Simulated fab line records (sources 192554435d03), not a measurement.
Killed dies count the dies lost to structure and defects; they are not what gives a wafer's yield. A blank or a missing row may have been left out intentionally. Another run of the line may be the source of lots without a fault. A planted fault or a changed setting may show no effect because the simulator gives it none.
Chamber matching    flow n5-finfet    pecvd-04 running N5_FIN_SAQP_PECVD_47: 3 sister chambers
The step deposits a-Si from SiH4/He, target thk 45 nm, time 36.3 s. 24 wafers are shown with their chamber, then 12 later ones without.

WAFERS WITH THEIR CHAMBER
wafer   chamber  throttle-valve-pct (%)  showerhead-plenum-p-Torr (Torr)  heater-power-w (W)
L074.3  1        16.6                    5.68                             718
L074.5  1        16.7                    5.68                             703
L074.6  0        20.8                    5.60                             869
L075.2  0        20.6                    5.61                             895
L075.4  0        20.9                    5.62                             866
L075.6  2        16.5                    5.65                             864
L077.1  1        16.6                    5.68                             803
L077.4  2        16.9                    5.64                             892
L077.6  0        20.6                    5.61                             824
L078.1  0        20.5                    5.61                             751
L078.5  0        20.9                    5.62                             756
L078.6  1        16.7                    5.68                             777
L080.1  2        17.0                    5.62                             906
L080.3  2        17.1                    5.64                             901
L080.6  1        16.5                    5.68                             734
L082.3  0        20.6                    5.64                             876
L082.4  2        17.0                    5.64                             904
L082.6  0        20.9                    5.61                             889
L084.2  0        20.8                    5.62                             898
L084.3  1        16.9                    5.68                             685
L084.4  0        20.7                    5.62                             885
L085.1  2        16.8                    5.63                             869
L085.2  0        20.7                    5.60                             791
L085.5  2        16.8                    5.65                             856

SIGNATURES, as means of the wafers listed above
reading                   chamber 0  chamber 1  chamber 2  scatter within a chamber
throttle-valve-pct        20.727     16.667     16.871     0.159
showerhead-plenum-p-Torr  5.6145     5.6800     5.6386     0.00966
heater-power-w            845.45     736.67     884.57     45.7
Rule: distance of a wafer from a chamber = root of the sum over the readings of ((wafer's reading minus chamber's mean) / reading's scatter) squared. If the next closest chamber is less than 2 further off than the closest, the wafer can't be placed; otherwise it belongs to the closest. The scatter: take each reading less its chamber's mean, square it, sum over the shown wafers, divide by the number of wafers less the number of chambers, and take the root.

WAFERS WHOSE CHAMBER IS MISSING
wafer   throttle-valve-pct (%)  showerhead-plenum-p-Torr (Torr)  heater-power-w (W)
L087.1  16.9                    5.70                             772
L087.4  20.7                    5.63                             898
L087.5  16.8                    5.67                             773
L091.1  17.0                    5.68                             831
L091.5  16.8                    5.68                             814
L091.6  20.8                    5.62                             867
L092.1  17.0                    5.64                             927
L092.3  17.1                    5.68                             782
L092.4  20.9                    5.62                             855
L097.1  17.1                    5.64                             858
L097.5  16.9                    5.65                             860
L097.6  20.9                    5.62                             877

CHAMBER TAKEN BY EACH
wafer   from the rows above      in truth
L087.1  1                        1
L087.4  0                        0
L087.5  1                        1
L091.1  can't be placed: 1 or 2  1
L091.5  1                        1
L091.6  0                        0
L092.1  2                        2
L092.3  1                        1
L092.4  0                        0
L097.1  2                        2
L097.5  2                        2
L097.6  0                        0
Correct placement for 11 of the 12. Not placeable from these rows: 1 (in 1, the candidates include the true chamber). Wrongly placed: 0.
